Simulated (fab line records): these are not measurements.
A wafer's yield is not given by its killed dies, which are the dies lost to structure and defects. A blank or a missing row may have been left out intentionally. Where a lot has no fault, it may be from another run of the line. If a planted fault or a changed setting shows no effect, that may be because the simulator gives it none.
fab line records | flow nandHarc
record lots=6 wafers=18 lastDay=32
route steps=1302 shown A_ZERO_WELL@412 A_SOURCE_PLATE@413 A_ONON_D1@424 END@1302
lots untouched by any fault: they come from a run of this same line in which no faults occurred
startH: start of the lot's first displayed wafer, in hours after the record's first day | waitH: how many hours have passed since the lot's step before this one | " identical to the entry in the row above | L1.1+2: a single row standing in for several wafers | - no value present, or no start provided | * or withheld: withheld | < > ~ a bound
route shown NAME@n: names a module that has steps shown in the file, with the first one's number in the route | usual: the fault-free wafers' mean and standard deviation | same: alike in all rows | chamber/n: place in a boat | sites: the reading at each site | _std_site: standard deviation across them | _edge_site: mean of outer sites minus mean of inner sites | radiusMm: how far each site lies from the wafer's centre | mask NAME#n: copy n | behind: the tool/chamber that last shaped the wafer | hold: reason for holding the lot/hours on hold/outcome of the hold | device: the n, p or np transistor that did not switch | end of line: the same wafers' tests at the end of the route | where a step has no rows: the recipe by itself | killed: count of dies lost to structure and defects at first sort (not the wafer's yield) | map: the dies of a wafer, with x for killed, . for not killed, _ for no die there
set.NAME: the setting as run; set.NAME@STEP: as run at that earlier step | model.NAME: the simulator's own value behind a step, which no gauge read
lots seen at some steps along the route; tables by step, rows by wafer
services: the hour from which a tool's chamber was out of use, counted from the record's first day as startH (under 0 if before that day), plus the number of hours and why
## steps
# step NHARC_A_ZERO_WELL_INSPECT_17
# usual rawDefectCount=11/5.3
# columns lot.wafer tool chamber startH waitH rawDefectCount
L345.1 defectInspect-02 - 189.64 0.2 10
L345.3 " - " " 10
L345.4 " - " " 10
L347.2 defectInspect-02 - 209.28 0.1 4
L347.4 " - " " 20
L347.5 " - " " 22
L349.2 defectInspect-01 - 225.39 0.3 11
L349.3 " - " " 11
L349.4 " - " " 15
L350.1 defectInspect-02 - 245.47 0.2 3
L350.4 " - " " 6
L350.6 " - " " 8
L358.3 defectInspect-02 - 328.11 0.1 10
L358.5 " - " " 4
L358.6 " - " " 7
L360.2 defectInspect-02 - 348.25 0.1 11
L360.3 " - " " 13
L360.5 " - " " 7
# step NHARC_A_SOURCE_PLATE_PRECLEAN_00
# recipe timeS=60 chemistry=HF-LAST
# step NHARC_A_SOURCE_PLATE_SRD_01
# step NHARC_A_SOURCE_PLATE_OXIDE_02
# recipe targetThkA=100 tempC=900 oxTimeS=1362 material=SiO2
# step NHARC_A_SOURCE_PLATE_THK_MEAS_09
# recipe thkMeasGauge=ellipsometry
# usual thkNm=9.7/1.1
# columns lot.wafer tool chamber startH waitH thkNm
L345.1 filmMetro-02 - 195.73 0.4 9.9
L345.3 " - " " 8.5
L345.4 " - " " 9.2
L347.2 filmMetro-01 - 216.53 0.4 9.4
L347.4 " - " " 10.6
L347.5 " - " " 9.7
L349.2 filmMetro-02 - 231.64 0.4 9.3
L349.3 " - " " 9.1
L349.4 " - " " 9.6
L350.1 filmMetro-02 - 252.89 0.4 8.3
L350.4 " - " " 8.6
L350.6 " - " " 9.7
L358.3 filmMetro-02 - 335.40 0.4 10.0
L358.5 " - " " 8.5
L358.6 " - " " 9.8
L360.2 filmMetro-02 - 353.73 0.4 9.0
L360.3 " - " " 10.8
L360.5 " - " " 9.4
# step NHARC_A_SOURCE_PLATE_PVD_04
# recipe targetThkA=500 material=WSi2
# step NHARC_A_SOURCE_PLATE_CVD_03
# recipe targetThkA=2000 tempC=620 pressureMtorr=200 timeS=4000 material=poly-Si
# step NHARC_A_SOURCE_PLATE_ANNEAL_05
# recipe tempC=850 timeS=1800
# step NHARC_A_SOURCE_PLATE_THK_MEAS_06
# recipe thkMeasGauge=ellipsometry
# usual thkNm=200.0/2.2
# columns lot.wafer tool chamber startH waitH thkNm
L345.1 filmMetro-01 - 211.72 0.4 199.8
L345.3 " - " " 199.2
L345.4 " - " " 198.4
L347.2 filmMetro-01 - 229.66 0.4 199.6
L347.4 " - " " 203.3
L347.5 " - " " 200.4
L349.2 filmMetro-01 - 245.12 0.4 198.0
L349.3 " - " " 198.7
L349.4 " - " " 197.4
L350.1 filmMetro-02 - 266.11 0.4 202.7
L350.4 " - " " 199.0
L350.6 " - " " 200.4
L358.3 filmMetro-01 - 348.03 0.4 197.1
L358.5 " - " " 201.6
L358.6 " - " " 198.2
L360.2 filmMetro-01 - 367.25 0.4 199.4
L360.3 " - " " 199.9
L360.5 " - " " 201.7
# step NHARC_A_SOURCE_PLATE_INSPECT_08
# usual rawDefectCount=59/22
# columns lot.wafer tool chamber startH waitH rawDefectCount
L345.1 defectInspect-02 - 211.78 0.0 60
L345.3 " - " " 43
L345.4 " - " " 57
L347.2 defectInspect-01 - 229.74 0.0 42
L347.4 " - " " 89
L347.5 " - " " 60
L349.2 defectInspect-01 - 245.19 0.0 33
L349.3 " - " " 55
L349.4 " - " " 48
L350.1 defectInspect-02 - 266.21 0.0 55
L350.4 " - " " 35
L350.6 " - " " 32
L358.3 defectInspect-01 - 348.14 0.0 89
L358.5 " - " " 69
L358.6 " - " " 61
L360.2 defectInspect-02 - 367.31 0.0 75
L360.3 " - " " 85
L360.5 " - " " 48
# step NHARC_A_ONON_D1_DEP_00
# recipe targetThkA=10000 n2FlowSccm=2750 n2oFlowSccm=2000 nh3FlowSccm=500 sih4FlowSccm=210 tempC=400
# usual susceptorTempC=400.01/0.2
# columns lot.wafer tool chamber startH waitH susceptorTempC
L345.1 pecvdOnon-01 0 211.85 0.1 400.01
L345.3 " 0 " " 400.23
L345.4 " 0 " " 399.73
L347.2 pecvdOnon-01 0 229.86 0.1 400.16
L347.4 " 0 " " 400.06
L347.5 " 0 " " 400.10
L349.2 pecvdOnon-01 0 245.31 0.1 400.20
L349.3 " 0 " " 400.28
L349.4 " 0 " " 400.30
L350.1 pecvdOnon-01 0 266.28 0.1 400.09
L350.4 " 0 " " 400.15
L350.6 " 0 " " 400.29
L358.3 pecvdOnon-01 0 348.32 0.2 399.95
L358.5 " 0 " " 400.05
L358.6 " 0 " " 399.95
L360.2 pecvdOnon-01 0 367.43 0.1 399.83
L360.3 " 0 " " 400.05
L360.5 " 0 " " 400.26
# step NHARC_A_ONON_D1_THK_MEAS_02
# recipe thkMeasGauge=ellipsometry
# usual thkNm=999/9.6
# columns lot.wafer tool chamber startH waitH hold thkNm
L345.1 filmMetro-01 - 212.35 - - 1002
L345.3 " - " " - 1003
L345.4 " - " " - 1004
L347.2 filmMetro-02 - 230.31 - - 995
L347.4 " - " " - 994
L347.5 " - " " - 993
L349.2 filmMetro-02 - 245.76 - awaitDispo/0.2h/release 1642
L349.3 " - " " awaitDispo/0.2h/release 1640
L349.4 " - " " awaitDispo/0.2h/release 1641
L349.2 filmMetro-02 - 245.93 0.2 - 1640
L349.3 " - " " - 1641
L349.4 " - " " - 1640
L350.1 filmMetro-02 - 266.79 - awaitDispo/0.2h/release 1629
L350.4 " - " " awaitDispo/0.2h/release 1629
L350.6 " - " " awaitDispo/0.2h/release 1627
L350.1 filmMetro-02 - 266.96 0.2 - 1629
L350.4 " - " " - 1628
L350.6 " - " " - 1629
L358.3 filmMetro-01 - 348.72 - - 987
L358.5 " - " " - 987
L358.6 " - " " - 985
L360.2 filmMetro-01 - 367.89 - - 1000
L360.3 " - " " - 1001
L360.5 " - " " - 998
# step NHARC_END_SORT_01
# recipe tempC=25
# usual defectLimitedYield=92.5/2.3 killedAtArray=46/15 killedAtOther=0.8/1.1 killedAtPeriphery=4.0/2.9 killedDies=50/15 killedOpen=3.2/1.8 killedShort=2.3/1.6 sort_bin_2_pct=2.7/1 sort_bin_3_pct=0.5/0.32 sort_bin_4_pct=4.2/1.3 sortNPass=627/15 sortRimYieldPct=87/4.7 sortYieldPct=92.5/2.3
# same grossDies=677 sort_bin_5_pct[%]=0 sort_bin_6_pct[%]=0 sort_bin_7_pct[%]=0 sort_bin_8_pct[%]=0 sortRimNGross=106.00
# columns lot.wafer tool chamber startH waitH defectLimitedYield[%] killedAtArray killedAtOther killedAtPeriphery killedDies killedOpen killedShort sort_bin_2_pct[%] sort_bin_3_pct[%] sort_bin_4_pct[%] sortNPass sortRimYieldPct[%] sortYieldPct[%]
L345.1 prober-02 0 601.61 2.5 90.0 57 3 8 68 7 4 3.2 1.0 5.8 609 80 90.0
L345.3 prober-02 0 603.23 3.1 87.7 78 1 4 83 10 5 4.1 0.9 7.2 594 77 87.7
L345.4 prober-02 0 604.04 3.4 92.5 48 1 2 51 4 4 2.7 1.3 3.5 626 89 92.5
L358.3 prober-02 0 766.57 3.1 93.6 42 0 1 43 2 5 2.8 0.3 3.2 634 91 93.6
L358.5 prober-02 0 768.16 3.7 93.8 42 0 0 42 3 0 2.4 0 3.8 635 85 93.8
L358.6 prober-02 0 768.96 4.0 93.8 39 0 3 42 4 0 2.8 0 3.4 635 84 93.8
L360.2 prober-02 0 773.52 2.8 91.3 57 1 1 59 2 4 2.4 0.4 5.9 618 85 91.3
L360.3 prober-02 0 774.32 3.1 89.5 67 0 4 71 3 2 3.8 1.0 5.6 606 78 89.5
L360.5 prober-02 0 775.93 3.7 92.8 42 0 7 49 6 4 2.7 0.1 4.4 628 85 92.8
# killed by level:class
L345.1 A_SLIT:chamberFilmFlake=24 A_CHANNEL_HOLE_D2:chamberFilmFlake=13 A_CHANNEL_HOLE_D1:chamberFilmFlake=10 P_M1:chamberFilmFlake=3 THIN_TSV:chamberFilmFlake=3 A_ONON_D1:geometricParticle:open=2 A_CHANNEL_FILL_D1:chamberFilmFlake=2 P_CONTACT:geometricParticle:short=1
L345.3 A_SLIT:chamberFilmFlake=21 A_CHANNEL_HOLE_D2:chamberFilmFlake=20 A_CHANNEL_HOLE_D1:chamberFilmFlake=18 A_CONTACT:chamberFilmFlake=5 A_ONON_D1:geometricParticle:open=2 A_CHANNEL_FILL_D2:geometricParticle:open=2 A_BLC:geometricParticle:open=2 A_WL_FILL:chamberFilmFlake=2
L345.4 A_SLIT:chamberFilmFlake=15 A_CHANNEL_HOLE_D2:chamberFilmFlake=9 A_CHANNEL_HOLE_D1:chamberFilmFlake=7 A_CONTACT:chamberFilmFlake=6 A_ONON_D2:geometricParticle:open=3 A_STAIRCASE:chamberFilmFlake=3 P_M2:geometricParticle:open=1 A_ONON_D1:geometricParticle:short=1
L358.3 A_CHANNEL_HOLE_D2:chamberFilmFlake=13 A_CHANNEL_HOLE_D1:chamberFilmFlake=11 A_CONTACT:chamberFilmFlake=7 A_ONON_D1:geometricParticle:short=3 A_STAIRCASE:chamberFilmFlake=2 A_SLIT:chamberFilmFlake=2 A_ONON_D1:geometricParticle:open=1 A_DECK1_JOINT:geometricParticle:short=1
L358.5 A_CHANNEL_HOLE_D2:chamberFilmFlake=20 A_CHANNEL_HOLE_D1:chamberFilmFlake=6 A_CONTACT:chamberFilmFlake=5 A_SLIT:chamberFilmFlake=4 A_STAIRCASE:chamberFilmFlake=3 A_M0:geometricParticle:open=2 A_DECK1_JOINT:geometricParticle:open=1 A_DECK1_JOINT:chamberFilmFlake=1
L358.6 A_CHANNEL_HOLE_D2:chamberFilmFlake=18 A_CHANNEL_HOLE_D1:chamberFilmFlake=9 A_CONTACT:chamberFilmFlake=4 P_GATE:chamberFilmFlake=2 A_SLIT:chamberFilmFlake=2 A_ONON_D1:geometricParticle:open=1 A_SGD_CUT:geometricParticle:open=1 A_M0:geometricParticle:open=1
L360.2 A_SLIT:chamberFilmFlake=22 A_CHANNEL_HOLE_D2:chamberFilmFlake=19 A_WL_FILL:chamberFilmFlake=3 A_CHANNEL_HOLE_D2:geometricParticle:short=2 A_CHANNEL_HOLE_D1:unspecified=2 A_STAIRCASE:chamberFilmFlake=2 A_CONTACT:chamberFilmFlake=2 P_M0:geometricParticle:open=1
L360.3 A_SLIT:chamberFilmFlake=28 A_CHANNEL_HOLE_D2:chamberFilmFlake=24 A_CONTACT:chamberFilmFlake=3 A_WL_FILL:geometricParticle:open=2 A_CHANNEL_HOLE_D1:unspecified=2 A_CHANNEL_FILL_D1:chamberFilmFlake=2 A_STAIRCASE:chamberFilmFlake=2 P_M0:geometricParticle:open=1
L360.5 A_SLIT:chamberFilmFlake=12 A_CHANNEL_HOLE_D2:chamberFilmFlake=11 P_GATE:chamberFilmFlake=4 A_CONTACT:chamberFilmFlake=3 A_DECK1_JOINT:geometricParticle:short=2 A_CONTACT:geometricParticle:open=2 P_M2:chamberFilmFlake=2 A_STAIRCASE:chamberFilmFlake=2
## services
# columns tool chamber startH hours kind
pecvdOnon-01 - 269.07 13.0 pm
## key
firstSign step=NHARC_A_ONON_D1_THK_MEAS_02 reading=visit direction=added
effect step=NHARC_A_ONON_D1_THK_MEAS_02 reading=thkNm direction=up sigmas=66 usual=999 struck=1635
metAt NHARC_A_ONON_D1_DEP_00
struckWafers L349.2,L349.3,L349.4,L350.1,L350.4,L350.6
scrappedBehind NHARC_A_ONON_D1_THK_MEAS_02 L349.2,L349.3,L349.4,L350.1,L350.4,L350.6
onsetBetween 229.86 245.31
fault kind=processParameterDrift tool=pecvdOnon-01 chamber=0 onsetH=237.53 steps=NHARC_A_ONON_D1_DEP_00 channel=targetThkA offset=* shape=step endH=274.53 actsIn=* stated=*
